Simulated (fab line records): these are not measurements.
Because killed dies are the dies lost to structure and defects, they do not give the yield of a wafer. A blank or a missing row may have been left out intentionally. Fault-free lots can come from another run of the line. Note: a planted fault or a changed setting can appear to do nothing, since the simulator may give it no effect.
A lot that was struck, set against a sound lot | flow n5 finfet | 15 out of 1938 route steps
Sound: the wafers L342.3, L342.5, L342.6. Struck: wafer L353.5 (left out: L353.3, L353.4 of the same lot, which were not struck); the cause appears at the end.
Order at every step that has rows: each side's tool, ch and its chambers, its first start. Under that, the readings that differ: sound wafers | struck wafers | difference of the means | sigmas: that difference in standard deviations of wafers without a fault.
alike: readings with means less than 2 such deviations apart, plus words and numbers identical on both sides. not compared: withheld readings, readings lacking a value on some wafer, bounds such as >300 that could conceal the same value, and numbers that have no deviation in the record and whose values overlap.
Wherever a step has rows on one side only, a row that says differs or no value, or a row with sigmas, the two part there. When numbers do not overlap yet have no deviation, they are printed without sigmas and do not part them. A reading that every wafer of one side lacks parts them only if that side has two wafers or more.

N5_BEOL_M8_VIA_ETCH_34: etches SiCOH lowk in C4F6/O2, target depth 125.5 nm, time 50.5 s.
  sound on rie diel-04 ch 2,3, day 10 14:17; struck on rie diel-04 ch 2, day 13 15:14
  alike: drypump motor current A, oes product au, rf vpp V, showerhead plenum p Torr, throttle valve pct
  not compared: rf hours counter h
then, 1 step without rows for these wafers: N5_BEOL_M8_STRIP_76 (strips in C4F6/O2).
N5_BEOL_M8_STRIP_36: strips in N2/H2.
  sound on rie diel-04 ch 2,3, day 10 14:21; struck on rie diel-04 ch 2, day 13 15:17
  alike: drypump motor current A, oes product au, rf vpp V, showerhead plenum p Torr, throttle valve pct
  not compared: rf hours counter h
N5_BEOL_M8_TRENCH_ETCH_37: etches SiCOH lowk in C4F6/O2, target depth 93.478 nm, time 31.2 s.
  sound: rie diel-04 ch 2,3; struck: rie diel-04 ch 2
  alike: drypump motor current A, oes product au, rf vpp V, showerhead plenum p Torr, throttle valve pct
  not compared: rf hours counter h
then, 1 step without rows for these wafers: N5_BEOL_M8_ETCH_41 (etches SiCN in CH3F/O2, target depth 31.9 nm, time 57.8 s).
N5_BEOL_M8_STRIP_80: strips in N2/H2, time 10 s.
  sound: rie diel-04 ch 2,3; struck: rie diel-04 ch 2
  alike: drypump motor current A, oes product au, rf vpp V, showerhead plenum p Torr, throttle valve pct
  not compared: rf hours counter h
N5_BEOL_M8_OCD_MEAS_38:
  sound on ocd-01 at day 10 14:33; struck on ocd-02 at day 13 15:29
  alike: trench depth nm
then, 4 steps without rows for these wafers: N5_BEOL_M8_HM_STRIP_39 (strips TiN in peroxide tin strip, target depth 25 nm, time 158 s); N5_BEOL_M8_SRD_40 (time 30 s); N5_BEOL_M8_PRECLEAN_42 (cleans in residue remover, time 60 s); N5_BEOL_M8_SRD_43 (time 30 s).
N5_BEOL_M8_CD_MEAS_35: the cd target is 40 nm.
  sound on cd sem-02 at day 10 14:42; struck on cd sem-03 at day 13 15:39
  alike: cd nm
N5_BEOL_M8_CURE_75: cures SiCOH lowk, time 120 s.
  sound on uv cure-01 ch 2, day 10 14:50; struck on uv cure-01 ch 2, day 13 16:01
  reading            | sound             | struck | difference | sigmas
  lamp power pct (%) | 52.36 52.32 52.31 | 50.46  | -1.87      | -30
  run length s (s)   | 178.3 178.1 178.3 | 141.2  | -37.0      | -22
  alike: wafer_temp_C_max
N5_BEOL_M8_DEGAS_44: time 60 s.
  sound on pvd sputter-03 at day 10 15:16; struck on pvd sputter-02 at day 13 16:18
  alike: heater power w
N5_PASSIVATION_PROBE_49:
  rows exist in the record for the sound wafers here (prober-02, day 13 11:37), none for the struck ones

== WHERE THEY PART ==
At N5_BEOL_M8_CURE_75 first; at N5_PASSIVATION_PROBE_49 last (within this record only).

WHY: what the simulator had put in
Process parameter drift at N5_BEOL_M8_CURE_75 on uv cure-01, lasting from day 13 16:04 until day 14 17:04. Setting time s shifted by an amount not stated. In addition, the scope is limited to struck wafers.
